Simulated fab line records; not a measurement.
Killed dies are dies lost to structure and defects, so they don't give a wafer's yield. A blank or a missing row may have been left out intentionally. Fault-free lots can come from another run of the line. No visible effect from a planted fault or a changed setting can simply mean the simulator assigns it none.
Matching of chambers || flow nandHarc || NHARC_A_ONON_D1_DEP_33 on pecvd-01: 3 sister chambers
The step deposits SiO2, target thk 200 nm. 6 wafers are shown with their chamber, then 8 later ones without.

== WAFERS, EACH WITH ITS CHAMBER ==
{"wafer": "L079.3", "chamber": 2, "throttleValvePct (%)": 15.7, "heaterPowerW (W)": 645}
{"wafer": "L080.3", "chamber": 0, "throttleValvePct (%)": 16.2, "heaterPowerW (W)": 781}
{"wafer": "L090.2", "chamber": 1, "throttleValvePct (%)": 16.2, "heaterPowerW (W)": 709}
{"wafer": "L090.4", "chamber": 2, "throttleValvePct (%)": 15.3, "heaterPowerW (W)": 620}
{"wafer": "L090.5", "chamber": 0, "throttleValvePct (%)": 15.9, "heaterPowerW (W)": 796}
{"wafer": "L094.1", "chamber": 1, "throttleValvePct (%)": 16.1, "heaterPowerW (W)": 686}

== WAFERS MISSING THEIR CHAMBER ==
{"wafer": "L094.2", "throttleValvePct (%)": 16.3, "heaterPowerW (W)": 651}
{"wafer": "L094.3", "throttleValvePct (%)": 15.6, "heaterPowerW (W)": 662}
{"wafer": "L096.2", "throttleValvePct (%)": 16.2, "heaterPowerW (W)": 740}
{"wafer": "L096.3", "throttleValvePct (%)": 15.6, "heaterPowerW (W)": 553}
{"wafer": "L096.6", "throttleValvePct (%)": 16.0, "heaterPowerW (W)": 709}
{"wafer": "L097.2", "throttleValvePct (%)": 16.1, "heaterPowerW (W)": 695}
{"wafer": "L097.3", "throttleValvePct (%)": 16.2, "heaterPowerW (W)": 739}
{"wafer": "L097.5", "throttleValvePct (%)": 15.2, "heaterPowerW (W)": 599}

== WHICH CHAMBER EACH ONE RAN IN ==
{"wafer": "L094.2", "from the rows above": "can't be placed: 1 or 2", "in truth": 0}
{"wafer": "L094.3", "from the rows above": "can't be placed: 2 or 1", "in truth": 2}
{"wafer": "L096.2", "from the rows above": "can't be placed: 1 or 0", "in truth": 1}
{"wafer": "L096.3", "from the rows above": 2, "in truth": 2}
{"wafer": "L096.6", "from the rows above": 1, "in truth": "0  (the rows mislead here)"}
{"wafer": "L097.2", "from the rows above": 1, "in truth": 1}
{"wafer": "L097.3", "from the rows above": "can't be placed: 1 or 0", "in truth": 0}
{"wafer": "L097.5", "from the rows above": 2, "in truth": 2}
Correct placement for 3 of the 8. Can't be placed from these rows: 4 (the true chamber is among the candidates in 3). Number placed wrongly: 1.
How it was worked out, from the rows above alone: a wafer's distance from a chamber is the root of the sum, over the readings, of the square of ((its reading less the chamber's mean) divided by the reading's scatter). The wafer belongs to the nearest chamber; if the next one is less than 2 further off, it can't be placed. A chamber's mean is the mean of its shown wafers. How the scatter is found: for the shown wafers, subtract from each reading the mean of its chamber, square and add these, divide the total by (wafers less chambers), then take the root.
